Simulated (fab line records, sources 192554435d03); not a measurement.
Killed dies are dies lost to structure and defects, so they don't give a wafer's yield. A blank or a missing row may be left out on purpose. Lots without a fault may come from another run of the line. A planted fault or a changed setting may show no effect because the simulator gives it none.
fab line records | flow n5_finfet
record lots=5 wafers=15 last_day=19
route steps=1938 shown BEOL_M13@1697 BEOL_M14@1716
lots that met no fault: from a run of the same line without faults
start_h: hours from the record's first day to the start of the lot's first wafer shown | wait_h: hours since the lot's step before | " the same as in the row above | L1.1+2: a row that stands for several wafers | - no value, or no start given | * or withheld: withheld | < > ~ a bound
route shown NAME@n: a module of which the file shows steps, and the number in the route of the first | usual: mean/standard deviation of fault-free wafers | same: alike in all rows | chamber/n: place in a boat | sites: the reading at each site | _std_site: their standard deviation | _edge_site: outer sites' mean less inner sites' | radius_mm: how far each site lies from the wafer's centre | mask NAME#n: copy n | behind: the tool/chamber that last shaped the wafer | hold: why the lot was held/for how many hours/how that ended | device: the transistor (n, p or np) that didn't switch | end of line: the same wafers' tests at the end of the route | a step without rows: its recipe alone | killed: dies lost to structure and defects at the first sort, not the wafer's yield | map: a wafer's dies, x killed, . not, _ none there
set.NAME: the setting as run; set.NAME@STEP: as run at that earlier step | model.NAME: the simulator's own value behind a step, which no gauge read
lots at some steps of the route; a table a step, a row a wafer
services: from which hour (start_h, from the record's first day; less than 0 if before it) a tool's chamber was out of use, for how many hours, and why
## steps
# step N5_BEOL_M13_STRIP_70
# recipe chemistry=C4F8/O2/Ar resist=SiARC rf_frequency_hz=6e+07
# columns lot.wafer tool chamber start_h wait_h
L076.3+4+6 rie_diel-02 1,2,0 246.64 0.1
L080.3+4+5 rie_diel-04 3,0,0 268.95 0.1
L082.3+4+6 rie_diel-04 3,1,2 276.13 0.1
L083.2+3+5 rie_diel-06 3,2,0 288.84 0.1
L097.2+4+5 rie_diel-06 3,0,2 430.52 0.1
# step N5_BEOL_M13_OCD_MEAS_35
# usual trench_depth_nm=414/6.7
# columns lot.wafer tool chamber start_h wait_h trench_depth_nm
L076.3 ocd-01 - 246.68 0.0 416
L076.4 " - " " 420
L076.6 " - " " 410
L080.3 ocd-02 - 268.99 0.0 419
L080.4 " - " " 416
L080.5 " - " " 419
L082.3 ocd-01 - 276.17 0.0 416
L082.4 " - " " 405
L082.6 " - " " 415
L083.2 ocd-02 - 288.88 0.0 435
L083.3 " - " " 411
L083.5 " - " " 421
L097.2 ocd-02 - 430.56 0.0 420
L097.4 " - " " 418
L097.5 " - " " 401
# step N5_BEOL_M13_STRIP_37
# recipe chemistry=N2/H2 power_w=1000 temp_c=250 h2_frac=0.65 overash_fraction=0.3 pressure_mtorr=withheld n2_flow_sccm=1750 h2_flow_sccm=3250
# usual drypump_motor_current_A=5.8/0.44 heater_power_w=354/30 oes_product_au=0.785/0.0097
# columns lot.wafer tool chamber start_h wait_h drypump_motor_current_A heater_power_w oes_product_au rf_hours_counter_h
L076.3 plasma_asher-01 0 246.74 0.1 5.5 369 0.791 -
L076.4 " 1 " " 5.3 297 0.793 -
L076.6 " 0 " " 5.5 362 0.773 -
L080.3 plasma_asher-02 0 269.05 0.1 6.4 380 0.797 -
L080.4 " 1 " " 5.7 363 0.782 -
L080.5 " 0 " " 6.5 380 0.771 -
L082.3 plasma_asher-01 0 276.23 0.1 5.5 363 0.795 -
L082.4 " 1 " " 5.3 298 0.787 -
L082.6 " 0 " " 5.5 370 0.779 -
L083.2 plasma_asher-02 1 288.92 0.0 5.7 353 0.790 130
L083.3 " 1 " " 5.7 357 0.788 -
L083.5 " 0 " " 6.4 379 0.790 -
L097.2 plasma_asher-02 1 430.60 0.0 5.7 357 0.770 155
L097.4 " 1 " " 5.7 358 0.790 -
L097.5 " 1 " " 5.7 363 0.773 -
# step N5_BEOL_M13_ETCH_38
# recipe chemistry=CF4/N2 target=SiCN target_depth_a=675 taper_deg=2 time_s=71.9 ion_energy_ev=150 mask_material=SiO2 pressure_mtorr=40 source_w=430 bias_w=70 Ar_flow_sccm=100 cf4_flow_sccm=60 n2_flow_sccm=60
# usual bias_w=70.02/0.25 drypump_motor_current_A=5.5/0.5 mfc_ar_sccm=99.97/0.3 oes_product_au=0.78/0.064 rf_vpp_V=382.3/1.4 showerhead_plenum_p_Torr=2.21/0.05 throttle_valve_pct=15.48/0.18
# columns lot.wafer tool chamber start_h wait_h bias_w drypump_motor_current_A mfc_ar_sccm oes_product_au rf_hours_counter_h rf_vpp_V showerhead_plenum_p_Torr throttle_valve_pct
L076.3 rie_diel-06 3 248.94 - 70.07 6.3 99.88 0.90 24 380.4 2.16 15.21
L076.4 " 1 " " 69.71 5.5 99.64 0.74 - 385.3 2.29 15.71
L076.6 " 3 " " 70.33 6.3 99.98 0.89 - 381.4 2.16 15.22
L080.3 rie_diel-04 3 269.27 - 69.62 5.3 100.32 0.80 80 383.9 2.23 15.37
L080.4 " 1 " " 70.05 6.1 99.94 0.74 195 384.4 2.28 15.45
L080.5 " 2 " " 69.79 5.0 99.87 0.82 - 380.8 2.14 15.58
L082.3 rie_diel-06 3 279.59 - 69.78 6.2 100.02 0.89 35 380.8 2.16 15.23
L082.4 " 0 " " 70.32 4.9 99.89 0.93 5 380.0 2.18 14.89
L082.6 " 3 " " 70.01 6.3 100.44 0.89 - 381.9 2.16 15.22
L083.2 rie_diel-02 1 291.01 - 70.20 5.7 100.60 0.76 173 382.4 2.20 15.44
L083.3 " 2 " " 69.61 6.4 100.22 0.88 40 383.9 2.26 15.39
L083.5 " 1 " " 69.72 5.7 100.49 0.76 - 380.9 2.20 15.45
L097.2 rie_diel-06 3 431.99 - 70.24 6.3 100.38 0.82 74 379.7 2.15 15.31
L097.4 " 2 " " 70.41 5.7 99.99 0.70 232 381.4 2.17 15.80
L097.5 " 3 " " 69.86 6.2 100.56 0.82 - 381.2 2.15 15.31
# step N5_BEOL_M13_PRECLEAN_39
# recipe chemistry=residue_remover time_s=60 temp_c=40
# columns lot.wafer tool chamber start_h wait_h
L076.3+4+6 wet_bench-05 4,7,5 249.06 0.1
L080.3+4+5 wet_bench-02 4,6,1 269.40 0.1
L082.3+4+6 wet_bench-02 5,6,7 279.71 0.1
L083.2+3+5 wet_bench-05 2,0,7 291.14 0.1
L097.2+4+5 wet_bench-05 5,0,7 432.13 0.1
# step N5_BEOL_M13_SRD_40
# recipe time_s=30 temp_c=23 rinse_liquid=diw dry=n2_spin spin_rpm=1500 dry_time_s=30
# columns lot.wafer tool chamber start_h wait_h
L076.3+4+6 wet_bench-05 4,7,5 249.08 0.0
L080.3+4+5 wet_bench-02 4,6,1 269.42 0.0
L082.3+4+6 wet_bench-02 5,6,7 279.73 0.0
L083.2+3+5 wet_bench-05 2,0,7 291.16 0.0
L097.2+4+5 wet_bench-05 5,0,7 432.15 0.0
# step N5_BEOL_M13_DEGAS_41
# recipe ambient=vacuum temp_c=250 time_s=60
# usual heater_power_w=330/26
# columns lot.wafer tool chamber start_h wait_h heater_power_w
L076.3 pvd_sputter-01 - 249.25 0.2 312
L076.4 " - " " 325
L076.6 " - " " 330
L080.3 pvd_sputter-03 - 269.65 0.2 392
L080.4 " - " " 316
L080.5 " - " " 385
L082.3 pvd_sputter-03 - 279.78 0.0 394
L082.4 " - " " 348
L082.6 " - " " 345
L083.2 pvd_sputter-01 - 291.25 0.1 318
L083.3 " - " " 319
L083.5 " - " " 314
L097.2 pvd_sputter-01 - 432.19 0.0 309
L097.4 " - " " 316
L097.5 " - " " 331
# step N5_BEOL_M13_PRE_CLEAN_42
# recipe gas=H2/He time_s=30 temp_c=250
# usual heater_power_w=330/25
# columns lot.wafer tool chamber start_h wait_h heater_power_w
L076.3 pvd_sputter-01 - 249.29 0.0 301
L076.4 " - " " 339
L076.6 " - " " 328
L080.3 pvd_sputter-03 - 269.69 0.0 397
L080.4 " - " " 316
L080.5 " - " " 373
L082.3 pvd_sputter-03 - 279.82 0.0 394
L082.4 " - " " 344
L082.6 " - " " 337
L083.2 pvd_sputter-01 - 291.29 0.0 334
L083.3 " - " " 324
L083.5 " - " " 320
L097.2 pvd_sputter-01 - 432.23 0.0 303
L097.4 " - " " 315
L097.5 " - " " 334
# step N5_BEOL_M13_SPUTTER_43
# recipe material=TaN target_thk_a=150 temp_c=50 bias_v=168.6 power_w=15000 chamber_pressure_pa=0.12 time_s=24.19
# usual throttle_valve_pct=30.7/1.3
# columns lot.wafer tool chamber start_h wait_h throttle_valve_pct
L076.3 pvd_sputter-01 - 249.33 0.0 30.9
L076.4 " - " " 31.2
L076.6 " - " " 31.4
L080.3 pvd_sputter-03 - 269.73 0.0 27.5
L080.4 " - " " 28.9
L080.5 " - " " 29.2
L082.3 pvd_sputter-03 - 279.86 0.0 27.5
L082.4 " - " " 30.4
L082.6 " - " " 30.6
L083.2 pvd_sputter-01 - 291.33 0.0 32.5
L083.3 " - " " 31.1
L083.5 " - " " 31.0
L097.2 pvd_sputter-01 - 432.27 0.0 31.1
L097.4 " - " " 31.1
L097.5 " - " " 31.4
# step N5_BEOL_M13_SPUTTER_44
# recipe material=Ta target_thk_a=100 temp_c=50 bias_v=80 power_w=15000 chamber_pressure_pa=0.07 time_s=16.13
# usual throttle_valve_pct=30.7/1.3
# columns lot.wafer tool chamber start_h wait_h throttle_valve_pct
L076.3 pvd_sputter-01 - 249.41 0.0 30.9
L076.4 " - " " 31.3
L076.6 " - " " 31.3
L080.3 pvd_sputter-03 - 269.81 0.0 27.6
L080.4 " - " " 28.8
L080.5 " - " " 29.4
L082.3 pvd_sputter-03 - 279.94 0.0 27.5
L082.4 " - " " 30.1
L082.6 " - " " 30.3
L083.2 pvd_sputter-01 - 291.41 0.0 32.6
L083.3 " - " " 31.0
L083.5 " - " " 30.9
L097.2 pvd_sputter-01 - 432.35 0.0 30.9
L097.4 " - " " 31.2
L097.5 " - " " 31.2
# step N5_BEOL_M13_SPUTTER_45
# recipe material=Cu target_thk_a=800 temp_c=-20 bias_v=60 power_w=26000 chamber_pressure_pa=0.13 time_s=13.33
# usual throttle_valve_pct=30.7/1.3
# columns lot.wafer tool chamber start_h wait_h throttle_valve_pct
L076.3 pvd_sputter-01 - 249.49 0.0 31.0
L076.4 " - " " 31.5
L076.6 " - " " 31.2
L080.3 pvd_sputter-03 - 269.89 0.0 27.6
L080.4 " - " " 28.7
L080.5 " - " " 29.3
L082.3 pvd_sputter-03 - 280.02 0.0 27.3
L082.4 " - " " 30.2
L082.6 " - " " 30.3
L083.2 pvd_sputter-01 - 291.49 0.0 32.6
L083.3 " - " " 31.1
L083.5 " - " " 31.1
L097.2 pvd_sputter-01 - 432.43 0.0 30.6
L097.4 " - " " 31.1
L097.5 " - " " 31.3
# step N5_BEOL_M13_ECD_47
# recipe material=Cu target_thk_a=9360
# columns lot.wafer tool chamber start_h wait_h
L076.3+4+6 ecd_cu-01 0,1,1 249.65 0.1
L080.3+4+5 ecd_cu-02 1,0,0 270.06 0.1
L082.3+4+6 ecd_cu-02 0,1,1 280.18 0.1
L083.2+3+5 ecd_cu-02 1,0,0 291.61 0.1
L097.2+4+5 ecd_cu-01 1 432.55 0.1
# step N5_BEOL_M13_ANNEAL_48
# recipe temp_c=225 time_s=90 ambient=N2
# usual anneal_temp_c_max=226.14/0.24 wafer_temp_C_max=225.77/0.21
# columns lot.wafer tool chamber start_h wait_h anneal_temp_c_max wafer_temp_C_max
L076.3 rtp_anneal-01 0 249.88 0.2 226.52 225.92
L076.4 " 0 " " 225.87 226.11
L076.6 " 0 " " 226.49 225.76
L080.3 rtp_anneal-02 0 270.26 0.2 226.40 225.40
L080.4 " 0 " " 226.00 225.56
L080.5 " 0 " " 225.93 225.67
L082.3 rtp_anneal-02 0 280.39 0.2 225.93 225.79
L082.4 " 0 " " 226.13 225.92
L082.6 " 0 " " 226.73 225.77
L083.2 rtp_anneal-02 0 291.82 0.2 225.90 225.27
L083.3 " 0 " " 226.24 225.80
L083.5 " 0 " " 226.05 225.47
L097.2 rtp_anneal-02 0 432.87 0.3 226.04 225.96
L097.4 " 0 " " 226.23 225.89
L097.5 " 0 " " 226.15 226.11
# step N5_BEOL_M13_CMP_49
# recipe stop_on=SiOC t_overpolish_s=17.1 down_force_psi=1 platen_rpm=50 clearing_platen_down_force_psi=1.5 clearing_platen_rpm=50 post_cmp_clean=cu_alkaline target_thk_nm=420 clearing_platen_pad_velocity_m_s=0.99484 pad_velocity_m_s=0.99484
# usual barrier_field_endpoint_s=30.6/0.71 clearing_platen_down_force_psi=1.500/0.0035 motor_current_A=5.8/0.8 overpolish_run_s=17.100/0.0082
# columns lot.wafer tool chamber start_h wait_h barrier_field_endpoint_s clearing_platen_down_force_psi motor_current_A overpolish_run_s
L076.3 cmp-02 0 250.08 0.2 30.6 1.499 6.7 17.105
L076.4 " 3 " " 30.0 1.500 7.0 17.096
L076.6 " 0 " " 30.0 1.499 6.1 17.095
L080.4 cmp-04 2 270.49 0.1 31.0 1.506 6.4 17.111
L080.3 " 1 " " 30.8 1.500 6.1 17.093
L080.5 " 3 " " 31.4 1.495 4.4 17.107
L082.4 cmp-02 0 280.64 0.2 32.3 1.498 6.8 17.111
L082.3 " 2 " " 31.7 1.499 6.1 17.091
L082.6 " 0 " " 32.0 1.501 6.8 17.097
L083.3 cmp-03 3 292.07 0.2 30.7 1.496 6.8 17.108
L083.2 " 0 " " 30.5 1.500 5.3 17.095
L083.5 " 3 " " 29.9 1.492 6.7 17.099
L097.4 cmp-02 2 433.13 0.1 30.5 1.501 6.0 17.095
L097.2 " 3 " " 30.4 1.500 7.2 17.099
L097.5 " 3 " " 29.0 1.495 6.5 17.106
# step N5_BEOL_M13_THK_MEAS_50
# recipe thk_meas_gauge=xrf reads=Cu_of_BEOL_M13_ECD_47
# usual M13_THK=422/7.1
# columns lot.wafer tool chamber start_h wait_h M13_THK[nm]
L076.3 film_metro-02 - 250.38 - 421
L076.4 " - " " 420
L076.6 " - " " 415
L080.3 film_metro-02 - 270.78 - 425
L080.4 " - " " 422
L080.5 " - " " 422
L082.3 film_metro-02 - 280.89 - 416
L082.4 " - " " 406
L082.6 " - " " 413
L083.2 film_metro-02 - 292.36 - 438
L083.3 " - " " 417
L083.5 " - " " 427
L097.2 film_metro-01 - 433.42 - 431
L097.4 " - " " 431
L097.5 " - " " 415
# step N5_BEOL_M13_PRE_CLEAN_52
# recipe gas=NH3 time_s=15 temp_c=withheld rf_power_w=300
# columns lot.wafer tool chamber start_h wait_h
L076.3+4+6 pecvd-03 0,1,0 250.42 0.0
L080.3+4+5 pecvd-02 0,0,1 270.82 0.0
L082.3+4+6 pecvd-03 1,2,0 280.93 0.0
L083.2+3+5 pecvd-02 1,2,0 292.40 0.0
L097.2+4+5 pecvd-02 1,2,1 433.46 0.0
# step N5_BEOL_M13_DEP_53
# recipe material=SiCN target_thk_a=500 temp_c=withheld precursor=3MS/NH3 pressure_torr=3 rf_w=675 time_s=17.8
# usual showerhead_plenum_p_Torr=4.166/0.024 throttle_valve_pct=17.6/1.2
# columns lot.wafer tool chamber start_h wait_h showerhead_plenum_p_Torr throttle_valve_pct
L076.3 pecvd-03 0 250.44 0.0 4.217 19.6
L076.4 " 1 " " 4.212 19.3
L076.6 " 0 " " 4.233 19.5
L080.3 pecvd-02 0 270.84 0.0 4.133 17.4
L080.4 " 0 " " 4.123 17.7
L080.5 " 1 " " 4.164 19.0
L082.3 pecvd-03 1 280.95 0.0 4.197 19.3
L082.4 " 2 " " 4.161 15.5
L082.6 " 0 " " 4.209 19.8
L083.2 pecvd-02 1 292.43 0.0 4.166 19.1
L083.3 " 2 " " 4.170 16.2
L083.5 " 0 " " 4.129 17.5
L097.2 pecvd-02 1 433.48 0.0 4.169 19.0
L097.4 " 2 " " 4.169 16.6
L097.5 " 1 " " 4.172 18.9
# step N5_BEOL_M13_RS_MEAS_54
# recipe thk_meas_gauge=four-point-probe reads=Cu_of_BEOL_M13_ECD_47+Ta_of_BEOL_M13_SPUTTER_44+TaN_of_BEOL_M13_SPUTTER_43
# usual M13_RS=0.0448/0.00072
# columns lot.wafer tool chamber start_h wait_h M13_RS[ohm/sq]
L076.3 film_metro-01 - 250.51 0.1 0.0444
L076.4 " - " " 0.0444
L076.6 " - " " 0.0452
L080.3 film_metro-01 - 270.91 0.1 0.0443
L080.4 " - " " 0.0446
L080.5 " - " " 0.0444
L082.3 film_metro-02 - 281.02 0.1 0.0445
L082.4 " - " " 0.0457
L082.6 " - " " 0.0447
L083.2 film_metro-01 - 292.50 0.1 0.0429
L083.3 " - " " 0.0453
L083.5 " - " " 0.0442
L097.2 film_metro-02 - 433.55 0.1 0.0444
L097.4 " - " " 0.0443
L097.5 " - " " 0.0461
# step N5_BEOL_M13_INSPECT_55
# recipe inspect_instrument=darkfield mode=post_dep
# usual raw_defect_count=73/23
# columns lot.wafer tool chamber start_h wait_h raw_defect_count
L076.3 defect_inspect-02 - 250.53 0.0 97
L076.4 " - " " 76
L076.6 " - " " 71
L080.3 defect_inspect-02 - 270.94 0.0 64
L080.4 " - " " 64
L080.5 " - " " 48
L082.3 defect_inspect-01 - 281.05 0.0 46
L082.4 " - " " 37
L082.6 " - " " 69
L083.2 defect_inspect-02 - 292.52 0.0 90
L083.3 " - " " 104
L083.5 " - " " 145
L097.2 defect_inspect-02 - 433.58 0.0 105
L097.4 " - " " 72
L097.5 " - " " 97
# step N5_BEOL_M14_ILD_DEP_00
# recipe material=SiO2 target_thk_a=11193 temp_c=400 precursor=TEOS/O2 pressure_torr=6.5 rf_w=900 teos_flow_sccm=161.4 gas=O2 flow_sccm=2650 time_s=237.4
# usual heater_power_w=549/100 showerhead_plenum_p_Torr=8.36/0.045 throttle_valve_pct=19.0/1.4
# columns lot.wafer tool chamber start_h wait_h heater_power_w showerhead_plenum_p_Torr throttle_valve_pct
L076.3 pecvd-01 2 250.57 0.0 542 8.37 17.2
L076.4 " 0 " " 657 8.31 19.3
L076.6 " 2 " " 602 8.35 16.8
L080.3 pecvd-04 1 270.97 0.0 486 8.32 19.7
L080.4 " 2 " " 559 8.38 18.5
L080.5 " 1 " " 374 8.32 19.7
L082.3 pecvd-04 2 281.08 0.0 566 8.39 18.8
L082.4 " 0 " " 578 8.31 21.0
L082.6 " 2 " " 616 8.39 18.3
L083.2 pecvd-01 2 292.56 0.0 670 8.38 17.1
L083.3 " 1 " " 480 8.41 17.6
L083.5 " 2 " " 485 8.36 17.2
L097.2 pecvd-01 2 433.61 0.0 623 8.36 17.3
L097.4 " 0 " " 549 8.31 19.2
L097.5 " 1 " " 516 8.40 17.8
# step N5_BEOL_M14_THK_MEAS_01
# recipe reads=SiO2_of_BEOL_M14_ILD_DEP_00
# usual M14_ILD_THK=1117/15
# columns lot.wafer tool chamber start_h wait_h M14_ILD_THK[nm]
L076.3 film_metro-01 - 250.76 0.1 1113
L076.4 " - " " 1151
L076.6 " - " " 1136
L080.3 film_metro-01 - 271.16 0.1 1120
L080.4 " - " " 1111
L080.5 " - " " 1107
L082.3 film_metro-02 - 281.27 0.1 1104
L082.4 " - " " 1139
L082.6 " - " " 1128
L083.2 film_metro-02 - 292.75 0.1 1111
L083.3 " - " " 1126
L083.5 " - " " 1124
L097.2 film_metro-01 - 433.80 0.1 1107
L097.4 " - " " 1135
L097.5 " - " " 1145
# step N5_BEOL_M14_COAT_58
# recipe resist=BARC temp_c=205 time_s=60 spin_rpm=1500 resist_thk_nm=89
# usual chill_plate_temp_C=23.01/0.1 spin_speed_rpm=1500.0/1
# columns lot.wafer tool chamber start_h wait_h chill_plate_temp_C spin_speed_rpm
L076.3 litho_track-03 0 250.79 0.0 23.03 1499.6
L076.4 " 0 " " 23.01 1498.8
L076.6 " 0 " " 23.24 1499.4
L080.3 litho_track-02 0 271.19 0.0 22.93 1498.9
L080.4 " 0 " " 23.06 1501.8
L080.5 " 0 " " 22.88 1500.9
L082.3 litho_track-02 0 281.31 0.0 23.04 1499.4
L082.4 " 0 " " 23.15 1501.1
L082.6 " 0 " " 23.10 1498.4
L083.2 litho_track-03 0 292.78 0.0 22.99 1500.5
L083.3 " 0 " " 23.07 1498.8
L083.5 " 0 " " 23.11 1499.8
L097.2 litho_track-04 0 433.83 0.0 22.99 1500.2
L097.4 " 0 " " 23.07 1501.8
L097.5 " 0 " " 23.07 1498.8
# step N5_BEOL_M14_COAT_04
# recipe spin_rpm=1704 resist_thk_nm=800
# usual chill_plate_temp_C=23.01/0.12 spin_speed_rpm=1704.1/1.1
# columns lot.wafer tool chamber start_h wait_h chill_plate_temp_C spin_speed_rpm
L076.3 litho_track-03 0 - - 23.11 1704.3
L076.4 " 0 " " 22.99 1705.3
L076.6 " 0 " " 22.97 1706.7
L080.3 litho_track-02 0 - - 22.93 1704.8
L080.4 " 0 " " 22.92 1704.7
L080.5 " 0 " " 22.98 1702.2
L082.3 litho_track-02 0 - - 22.89 1705.5
L082.4 " 0 " " 23.09 1704.8
L082.6 " 0 " " 22.86 1701.8
L083.2 litho_track-03 0 - - 23.08 1703.4
L083.3 " 0 " " 23.21 1702.7
L083.5 " 0 " " 23.08 1702.9
L097.2 litho_track-04 0 - - 23.16 1704.0
L097.4 " 0 " " 22.99 1705.4
L097.5 " 0 " " 23.04 1706.3
# step N5_BEOL_M14_EBR_06
# recipe solvent=PGMEA ebr_width_mm=1.5
# usual chill_plate_temp_C=22.99/0.11
# columns lot.wafer tool chamber start_h wait_h chill_plate_temp_C
L076.3 litho_track-03 0 - - 22.90
L076.4 " 0 " " 22.85
L076.6 " 0 " " 22.91
L080.3 litho_track-02 0 - - 22.79
L080.4 " 0 " " 23.00
L080.5 " 0 " " 23.01
L082.3 litho_track-02 0 - - 22.89
L082.4 " 0 " " 22.87
L082.6 " 0 " " 22.92
L083.2 litho_track-03 0 - - 23.07
L083.3 " 0 " " 22.94
L083.5 " 0 " " 22.90
L097.2 litho_track-04 0 - - 22.81
L097.4 " 0 " " 22.85
L097.5 " 0 " " 22.83
# step N5_BEOL_M14_SOFTBAKE_05
# recipe temp_c=130 time_s=60
# usual chill_plate_temp_C=23.00/0.11
# columns lot.wafer tool chamber start_h wait_h chill_plate_temp_C
L076.3 litho_track-03 0 - - 22.88
L076.4 " 0 " " 22.94
L076.6 " 0 " " 22.90
L080.3 litho_track-02 0 - - 23.03
L080.4 " 0 " " 23.04
L080.5 " 0 " " 23.08
L082.3 litho_track-02 0 - - 22.94
L082.4 " 0 " " 22.93
L082.6 " 0 " " 22.81
L083.2 litho_track-03 0 - - 23.16
L083.3 " 0 " " 23.11
L083.5 " 0 " " 23.07
L097.2 litho_track-04 0 - - 23.03
L097.4 " 0 " " 23.00
L097.5 " 0 " " 23.15
# step N5_BEOL_M14_EXPOSE_07
# recipe mask_id=V13 na=0.8 source_shape=annular sigma_inner=0.5 sigma_outer=0.8 polarization=unpolarized attpsm_phase_deg=180 dose_mj=57
# columns lot.wafer tool chamber start_h wait_h mask
L076.3+4+6 krf_scanner-02 0 251.03 - V13#0
L080.3+4+5 krf_scanner-01 0 271.43 - V13#0
L082.3+4+6 krf_scanner-02 0 281.42 - V13#0
L083.2+3+5 krf_scanner-02 0 292.89 - V13#0
L097.2+4+5 krf_scanner-02 0 434.09 - V13#0
# step N5_BEOL_M14_PEB_08
# recipe peb_temp_c=130 peb_time_s=90
# usual chill_plate_temp_C=23.00/0.12
# columns lot.wafer tool chamber start_h wait_h chill_plate_temp_C
L076.3 litho_track-04 0 251.08 0.0 23.16
L076.4 " 0 " " 23.29
L076.6 " 0 " " 23.25
L080.3 litho_track-03 0 271.48 0.0 23.14
L080.4 " 0 " " 23.02
L080.5 " 0 " " 22.93
L082.3 litho_track-02 0 281.47 0.0 22.93
L082.4 " 0 " " 23.16
L082.6 " 0 " " 23.04
L083.2 litho_track-04 0 292.94 0.0 22.93
L083.3 " 0 " " 23.01
L083.5 " 0 " " 22.93
L097.2 litho_track-04 0 434.14 0.0 23.09
L097.4 " 0 " " 22.84
L097.5 " 0 " " 23.02
# step N5_BEOL_M14_DEVELOP_09
# recipe develop_time_s=45 rinse_liquid=diw dry=air_spin dev_temp_c=21
# usual chill_plate_temp_C=22.99/0.11
# columns lot.wafer tool chamber start_h wait_h chill_plate_temp_C
L076.3 litho_track-04 0 - - 22.81
L076.4 " 0 " " 23.01
L076.6 " 0 " " 22.95
L080.3 litho_track-03 0 - - 23.03
L080.4 " 0 " " 23.09
L080.5 " 0 " " 23.03
L082.3 litho_track-02 0 - - 22.99
L082.4 " 0 " " 23.11
L082.6 " 0 " " 23.01
L083.2 litho_track-04 0 - - 23.08
L083.3 " 0 " " 23.15
L083.5 " 0 " " 23.00
L097.2 litho_track-04 0 - - 23.05
L097.4 " 0 " " 22.95
L097.5 " 0 " " 23.24
# step N5_BEOL_M14_HARDBAKE_14
# recipe temp_c=130 time_s=120
# usual chill_plate_temp_C=23.02/0.1
# columns lot.wafer tool chamber start_h wait_h chill_plate_temp_C
L076.3 litho_track-04 0 - - 23.00
L076.4 " 0 " " 23.01
L076.6 " 0 " " 22.95
L080.3 litho_track-03 0 - - 23.05
L080.4 " 0 " " 22.94
L080.5 " 0 " " 22.99
L082.3 litho_track-02 0 - - 23.04
L082.4 " 0 " " 22.92
L082.6 " 0 " " 22.96
L083.2 litho_track-04 0 - - 23.27
L083.3 " 0 " " 23.16
L083.5 " 0 " " 23.11
L097.2 litho_track-04 0 - - 23.14
L097.4 " 0 " " 22.97
L097.5 " 0 " " 23.01
# step N5_BEOL_M14_CD_MEAS_10
# recipe target_cd_nm=250 landing_energy_ev=500 detector=se_inlens polarity=opening
# usual cd_nm=250.0/1.4
# same landing_energy_ev=500
# columns lot.wafer tool chamber start_h wait_h cd_nm
L076.3 cd_sem-02 0 251.19 - 249.3
L076.4 " 0 " " 248.0
L076.6 " 0 " " 249.3
L080.3 cd_sem-03 0 271.60 - 250.2
L080.4 " 0 " " 250.0
L080.5 " 0 " " 250.8
L082.3 cd_sem-02 0 281.58 - 252.6
L082.4 " 0 " " 252.5
L082.6 " 0 " " 251.7
L083.2 cd_sem-02 0 293.06 - 250.5
L083.3 " 0 " " 251.7
L083.5 " 0 " " 249.5
L097.2 cd_sem-02 0 434.26 - 248.1
L097.4 " 0 " " 250.3
L097.5 " 0 " " 248.6
# step N5_BEOL_M14_OVL_MEAS_11
# recipe points_per_wafer=44
# usual V13_OVL=-5/5.5
# same points_per_wafer=44
# columns lot.wafer tool chamber start_h wait_h V13_OVL[nm]
L076.3 overlay-01 0 251.22 0.0 -3
L076.4 " 0 " " -14
L076.6 " 0 " " -11
L080.3 overlay-01 0 271.63 0.0 -4
L080.4 " 0 " " -6
L080.5 " 0 " " 1
L082.3 overlay-01 0 281.61 0.0 -4
L082.4 " 0 " " -5
L082.6 " 0 " " -5
L083.2 overlay-02 0 293.09 0.0 4
L083.3 " 0 " " -2
L083.5 " 0 " " -4
L097.2 overlay-01 0 434.29 0.0 0
L097.4 " 0 " " 3
L097.5 " 0 " " 1
# step N5_BEOL_M14_INSPECT_12
# recipe mode=adi inspect_instrument=macro
# usual raw_defect_count=2.0/1.3
# columns lot.wafer tool chamber start_h wait_h raw_defect_count
L076.3 defect_inspect-02 - 251.25 0.0 0
L076.4 " - " " 2
L076.6 " - " " 2
L080.3 defect_inspect-02 - 271.65 0.0 3
L080.4 " - " " 1
L080.5 " - " " 1
L082.3 defect_inspect-02 - 281.63 0.0 1
L082.4 " - " " 0
L082.6 " - " " 3
L083.2 defect_inspect-02 - 293.11 0.0 2
L083.3 " - " " 2
L083.5 " - " " 0
L097.2 defect_inspect-01 - 434.31 0.0 2
L097.4 " - " " 2
L097.5 " - " " 1
# step N5_BEOL_M14_DESCUM_15
# recipe chemistry=O2 time_s=7.9 source_power_w=50 bias_power_w=20 pressure_mtorr=20 rf_frequency_hz=2.712e+07 temp_c=40 o2_flow_sccm=225
# usual drypump_motor_current_A=5.7/0.43 oes_product_au=0.82/0.098 rf_vpp_V=243.4/1.5 showerhead_plenum_p_Torr=2.11/0.081 throttle_valve_pct=20.4/0.3
# columns lot.wafer tool chamber start_h wait_h drypump_motor_current_A oes_product_au rf_hours_counter_h rf_vpp_V showerhead_plenum_p_Torr throttle_valve_pct
L076.3 rie_diel-03 1 251.34 0.1 6.1 0.93 18 243.0 2.05 19.8
L076.4 " 3 " " 5.1 0.69 216 241.6 1.98 20.8
L076.6 " 1 " " 6.1 0.92 - 242.9 2.05 19.8
L080.3 rie_diel-01 0 271.68 0.0 5.2 0.76 132 244.1 2.18 20.5
L080.4 " 3 " " 5.7 0.86 42 245.8 2.22 20.7
L080.5 " 3 " " 5.7 0.86 - 245.5 2.22 20.7
L082.3 rie_diel-03 0 281.88 0.2 6.2 0.66 244 245.3 2.16 20.8
L082.4 " 3 " " 5.1 0.68 230 240.9 1.98 20.8
L082.6 " 2 " " 5.2 0.91 - 240.9 2.07 20.5
L083.2 rie_diel-03 3 293.14 0.0 5.1 0.69 234 240.9 1.98 20.8
L083.3 " 0 " " 6.1 0.67 247 244.1 2.15 20.8
L083.5 " 0 " " 6.2 0.67 - 242.6 2.15 20.8
L097.2 rie_diel-03 3 434.62 0.3 5.1 0.90 29 244.7 2.22 20.4
L097.4 " 1 " " 6.1 0.84 78 242.8 2.03 19.9
L097.5 " 3 " " 5.1 0.91 - 244.5 2.22 20.4
## services
# columns tool chamber start_h hours kind
krf_scanner-02 - 230.77 0.8 pm
pecvd-02 - 231.82 5.6 repair
rie_diel-06 3 235.37 2.3 repair
krf_scanner-02 - 237.42 1.0 pm
rie_diel-03 0 258.93 7.9 repair
krf_scanner-02 - 263.54 1.3 pm
rie_diel-03 1 266.71 8.6 repair
krf_scanner-02 - 274.51 0.7 repair
rie_diel-03 1 289.50 8.2 repair
rie_diel-06 1 295.74 3.9 repair
rie_diel-06 1 303.97 8.4 repair
rie_diel-03 2 309.62 9.7 repair
krf_scanner-02 - 317.19 1.3 repair
krf_scanner-02 - 325.33 4.4 pm
rie_diel-06 0 337.93 3.2 repair
pvd_sputter-03 - 355.87 6.6 repair
krf_scanner-02 - 386.84 0.8 pm
wet_bench-02 - 402.57 12.0 repair
krf_scanner-02 - 409.73 1.0 pm
pecvd-03 - 410.66 1.0 repair
rie_diel-03 0 412.68 1.7 repair
rie_diel-03 - 415.85 0.5 repair
pecvd-02 0 416.82 2.1 repair
rie_diel-06 - 432.98 2.1 repair
## key
fault none
